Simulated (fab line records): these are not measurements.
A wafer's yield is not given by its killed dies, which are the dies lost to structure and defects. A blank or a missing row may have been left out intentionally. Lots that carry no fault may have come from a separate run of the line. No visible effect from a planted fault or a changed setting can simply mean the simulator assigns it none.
Which tool is to blame?	flow nand harc	Sampling: 24 lots, 72 wafers, 3 of 1302 route steps

== WHAT THE GAUGES SHOWED, per wafer ==
NHARC_P_BONDPAD_INSPECT_23.
lot	measured	on	raw defect count
L074	day 6 21:39	defect inspect-01	291 371 373
L075	day 7 03:47	defect inspect-01	456 619 385
L076	day 7 13:38	defect inspect-02	311 227 290
L077	day 8 00:14	defect inspect-02	262 420 291
L079	day 8 13:49	defect inspect-01	169 388 437
L078	day 8 14:10	defect inspect-02	497 244 254
L080	day 9 13:12	defect inspect-01	301 292 527
L081	day 9 22:17	defect inspect-02	342 332 343
L082	day 10 00:34	defect inspect-01	412 371 297
L083	day 10 13:59	defect inspect-01	368 382 306
L084	day 11 05:01	defect inspect-02	390 265 216
L085	day 11 11:44	defect inspect-02	314 232 517
L086	day 12 01:03	defect inspect-01	206 350 316
L088	day 12 22:28	defect inspect-01	185 199 149
L087	day 12 23:21	defect inspect-01	289 423 396
L090	day 13 17:28	defect inspect-02	344 295 223
L089	day 13 18:22	defect inspect-02	330 404 217
L091	day 13 21:00	defect inspect-02	201 237 432
L092	day 14 04:00	defect inspect-01	484 284 493
L093	day 15 05:37	defect inspect-02	201 323 381
L094	day 15 06:37	defect inspect-02	284 131 176
L095	day 15 11:49	defect inspect-02	311 296 419
L096	day 15 23:40	defect inspect-01	196 297 200
L097	day 16 14:41	defect inspect-02	214 332 296

NHARC_A_ONON_D1_THK_MEAS_14: measures by ellipsometry.
lot	measured	on	thk nm (nm)
L074	day 8 00:37	film metro-02	1007 1008 1009
L075	day 8 05:32	film metro-02	982 982 981
L076	day 8 15:25	film metro-02	999 1000 998
L077	day 9 01:24	film metro-01	997 996 998
L079	day 9 15:40	film metro-02	972 972 973
L078	day 9 15:41	film metro-01	1004 1004 1005
L080	day 10 15:49	film metro-02	988 991 991
L081	day 11 00:55	film metro-01	1012 1013 1015
L082	day 11 01:08	film metro-01	995 995 994
L083	day 11 17:04	film metro-01	1011 1010 1009
L084	day 12 10:28	film metro-01	1008 1008 1008
L085	day 12 16:11	film metro-01	988 987 989
L086	day 13 02:35	film metro-02	1009 1011 1010
L088	day 13 23:59	film metro-02	993 995 991
L087	day 13 23:59	film metro-01	990 989 991
L090	day 14 18:46	film metro-02	990 990 991
L089	day 14 18:47	film metro-01	989 990 992
L091	day 14 22:26	film metro-02	981 978 981
L092	day 15 06:28	film metro-01	985 983 985
L093	day 16 07:08	film metro-01	999 998 999
L094	day 16 07:08	film metro-02	984 986 983
L095	day 16 15:48	film metro-01	995 993 993
L096	day 17 00:49	film metro-01	986 988 986
L097	day 17 17:29	film metro-02	1005 1004 1005

== WHICH TOOL RAN EACH LOT (tool, then ch and the chambers of the sampled wafers, then the start) ==
lot	NHARC_A_ZERO_WELL_DESCUM_12
L074	rie diel-07 ch 0,1, day 6 23:08
L075	rie diel-07 ch 1,2,3, day 7 05:22
L076	rie diel-09 ch 0,1,3, day 7 15:07
L077	rie diel-09 ch 1,2, day 8 01:42
L079	rie diel-07 ch 0,1,2, day 8 15:18
L078	rie diel-09 ch 0,2, day 8 15:38
L080	rie diel-09 ch 0,2,3, day 9 14:41
L081	rie diel-07 ch 0,2,3, day 9 23:45
L082	rie diel-07 ch 1,2, day 10 02:01
L083	rie diel-07 ch 0,3, day 10 15:27
L084	rie diel-07 ch 0,1,3, day 11 06:22
L085	rie diel-07 ch 1,3, day 11 13:19
L086	rie diel-07 ch 0,3, day 12 02:32
L088	rie diel-09 ch 0,1,3, day 12 23:59
L087	rie diel-07 ch 0,1,2, day 13 00:49
L090	rie diel-07 ch 1,2,3, day 13 18:49
L089	rie diel-07 ch 2,3, day 13 19:49
L091	rie diel-07 ch 0,3, day 13 22:21
L092	rie diel-09 ch 0,2,3, day 14 05:29
L093	rie diel-07 ch 0,1,3, day 15 07:07
L094	rie diel-07 ch 1,2,3, day 15 08:05
L095	rie diel-07 ch 0,1,2, day 15 13:11
L096	rie diel-09 ch 1,2, day 16 01:08
L097	rie diel-07 ch 0,1,3, day 16 16:02
- NHARC_A_ZERO_WELL_DESCUM_12: chemistry O2, time 3 s.

== WHAT THE TOOLS THEMSELVES READ (means of the sampled wafers that have a number; where no wafer has one, the mark that the record gives instead) ==
NHARC_A_ZERO_WELL_DESCUM_12.
lot	tool	drypump motor current A (A)	oes product au (a.u.)	rf vpp V (V)	showerhead plenum p Torr (Torr)	throttle valve pct (%)
L074	rie diel-07	5.3	1.005	57.3	1.90	11.311
L075	rie diel-07	5.6	1.004	57.8	1.95	11.300
L076	rie diel-09	5.7	1.000	58.1	1.92	11.314
L077	rie diel-09	6.2	0.993	58.6	1.80	11.309
L079	rie diel-07	5.7	1.008	57.9	1.92	11.311
L078	rie diel-09	5.5	1.002	58.2	1.96	11.307
L080	rie diel-09	5.6	0.998	58.7	1.91	11.310
L081	rie diel-07	5.6	0.996	58.0	1.99	11.312
L082	rie diel-07	5.8	1.008	58.5	1.88	11.310
L083	rie diel-07	5.1	1.004	58.2	2.03	11.313
L084	rie diel-07	5.2	1.002	58.3	1.96	11.306
L085	rie diel-07	5.3	1.003	58.3	1.92	11.319
L086	rie diel-07	5.1	0.995	57.3	2.00	11.307
L088	rie diel-09	5.7	0.997	57.3	1.92	11.316
L087	rie diel-07	5.7	1.005	58.3	1.92	11.314
L090	rie diel-07	5.6	1.008	57.9	1.95	11.315
L089	rie diel-07	6.0	0.991	58.1	1.97	11.310
L091	rie diel-07	5.0	1.004	58.1	2.00	11.308
L092	rie diel-09	5.6	1.001	58.1	1.90	11.326
L093	rie diel-07	5.1	1.008	57.8	1.96	11.305
L094	rie diel-07	5.6	0.993	57.2	1.95	11.307
L095	rie diel-07	5.7	0.994	57.6	1.92	11.316
L096	rie diel-09	6.2	1.001	57.6	1.80	11.311
L097	rie diel-07	5.1	1.015	58.0	1.96	11.310

== THE ANSWER, worked out from the rows above alone ==
Rule: usual is defined by the lots themselves. Put in order of their means at a reading, lots are off if they are a third of the lots or fewer, leave a main group of 4 or more, and stand apart from it by a gap of 3 or more times the standard deviation of the main group's means; of several such gaps the widest counts. A main group whose means are all the same, to the digits that the tables above print for the reading, isn't used. Also off: a lot with no number at a reading for which 4 or more lots have one. All remaining lots with rows at the step are treated as sound. Order of review: gauges by route order, followed by the tools' own readings, for which a lot's mean as printed above is used. The first step at which some lot is off is used, and at that step the reading that is off furthest; a lot without a number counts as furthest.
Nothing can be told from this: no lot is off at any reading shown.

== WHAT THE SIMULATOR PUT IN ==
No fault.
